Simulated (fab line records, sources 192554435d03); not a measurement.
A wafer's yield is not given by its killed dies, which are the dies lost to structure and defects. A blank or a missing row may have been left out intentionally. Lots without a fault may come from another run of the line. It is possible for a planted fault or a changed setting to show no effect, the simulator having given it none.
A struck lot beside a sound one + flow n5Finfet + 26 out of 1938 route steps
Sound: the wafers L111.2, L111.3, L111.5. Wafers L105.2, L105.4, L105.6 were the ones struck. The cause comes at the end.
For every step that has rows: the tool of each side, followed by ch and its chambers, followed by its first start. Under that, the readings that differ: sound wafers + struck wafers + difference of the means + sigmas: that difference in standard deviations of wafers without a fault.
alike: words and numbers the same on both sides, and readings whose means are apart by under 2 such deviations; not compared: readings that were withheld, readings missing a value for some wafer, numbers with overlapping values and no deviation given by the record, and bounds like >300 which may hide the same value.
The two part at a step that has a row with sigmas, a row that says differs or no value, or rows on one side only. Numbers that have no deviation but don't overlap get no sigmas and don't part them. A reading missing from all wafers of one side parts the sides only when that side holds two or more wafers.

first, 8 steps without rows for these wafers: N5_BEOL_M9_DEVELOP_10 (develop time 30 s); N5_BEOL_M9_DESCUM_16 (chemistry O2, time 7.9 s); N5_BEOL_M9_ETCH_61 (etches SiARC in CF4, target depth 39 nm, time 65 s); N5_BEOL_M9_ETCH_62 (etches SOC in N2/H2, target depth 110 nm, overetch 22 nm, time 165 s); N5_BEOL_M9_STRIP_68 (strips in N2/H2); N5_BEOL_M9_STRIP_67 (strips in CF4); N5_BEOL_M9_HM_OPEN_17 (chemistry Cl2/BCl3, target TiN, target depth 20 nm, overetch 6 nm); N5_BEOL_M9_STRIP_19 (strips in O2).
N5_BEOL_M9_COAT_63: time 60 s, resist thk 60 nm.
  sound on lithoTrack-03 ch 0, day 14 23:36; struck on lithoTrack-05 ch 0, day 13 05:55
| reading                                 | sound                | struck               | difference | sigmas |
|-----------------------------------------|----------------------|----------------------|------------|--------|
| spinSpeedRpm (rpm)                      | 1500.5 1499.5 1500.7 | 1575.8 1576.6 1576.4 | +76.0      | +80    |
| model.SOC_of_BEOL_M9_COAT_63.thkNm (nm) | 60 60 60             | 58.4 58.6 58.4       | -1.5       |        |
  alike: exhaustPa
then, 11 steps without rows for these wafers: N5_BEOL_M9_COAT_64 (time 60 s, resist thk 12 nm); N5_BEOL_M9_COAT_75 (time 60 s, resist thk 5 nm); N5_BEOL_M9_COAT_22 (resist thk 30 nm); N5_BEOL_M9_EBR_24; N5_BEOL_M9_SOFTBAKE_23 (time 60 s); N5_BEOL_M9_EXPOSE_25 (exposes mask V8); N5_BEOL_M9_PEB_26 (peb time 60 s); N5_BEOL_M9_DEVELOP_27 (develop time 30 s); N5_BEOL_M9_DESCUM_33 (chemistry O2, time 7 s); N5_BEOL_M9_ETCH_76 (etches underlayer in N2/H2, target depth 6.5 nm, time 5.2 s); N5_BEOL_M9_ETCH_65 (etches SiARC in CF4, target depth 15.6 nm, time 26 s).
N5_BEOL_M9_ETCH_66: etches SOC in N2/H2, target depth 80 nm, overetch 16 nm, time 120 s.
  sound on rieDiel-03 ch 0,1, day 15 00:14; struck on rieDiel-03 ch 0,2, day 13 06:29
| reading                 | sound             | struck            | difference | sigmas |
|-------------------------|-------------------|-------------------|------------|--------|
| model.etch.depthNm (nm) | 59.92 60.06 60.05 | 58.33 58.54 58.47 | -1.56      |        |
  alike: drypumpMotorCurrentA, h2FlowSccm, oesProductAu, rfVppV, showerheadPlenumPTorr, throttleValvePct
  not compared: rfHoursCounterH
then, 2 steps without rows for these wafers: N5_BEOL_M9_STRIP_69 (strips in N2/H2); N5_BEOL_M9_STRIP_77 (strips in N2/H2).
N5_BEOL_M9_VIA_ETCH_34: etches SiCOH lowk in C4F6/O2, target depth 182.4 nm, time 68.4 s.
  sound on rieDiel-03 ch 0,1, day 15 00:20; struck on rieDiel-03 ch 0,2, day 13 06:35
| reading                                 | sound          | struck         | difference | sigmas |
|-----------------------------------------|----------------|----------------|------------|--------|
| model.SOC_of_BEOL_M9_COAT_63.thkNm (nm) | 51.2 51.2 51.4 | 49.2 49.8 49.4 | -1.8       |        |
  alike: drypumpMotorCurrentA, oesProductAu, rfVppV, showerheadPlenumPTorr, throttleValvePct
  not compared: rfHoursCounterH
then, 1 step without rows for these wafers: N5_BEOL_M9_STRIP_73 (strips in C4F6/O2).
-- the record jumps here: 3 days lie between the struck wafers' starts before and after (it left off in module BEOL_M9 and takes up again in module PASSIVATION, whose first step shown is number 1936 of the route) --
N5_PASSIVATION_PROBE_49:
  record: rows for the struck wafers here (prober-02, day 15 23:22), none for the sound ones

== WHERE THEY PART ==
Last at N5_PASSIVATION_PROBE_49 as far as this record goes, first at N5_BEOL_M9_COAT_63.

WHY: the cause the simulator had injected
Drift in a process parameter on lithoTrack-05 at N5_BEOL_M9_COAT_63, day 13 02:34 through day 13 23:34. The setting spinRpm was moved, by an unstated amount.
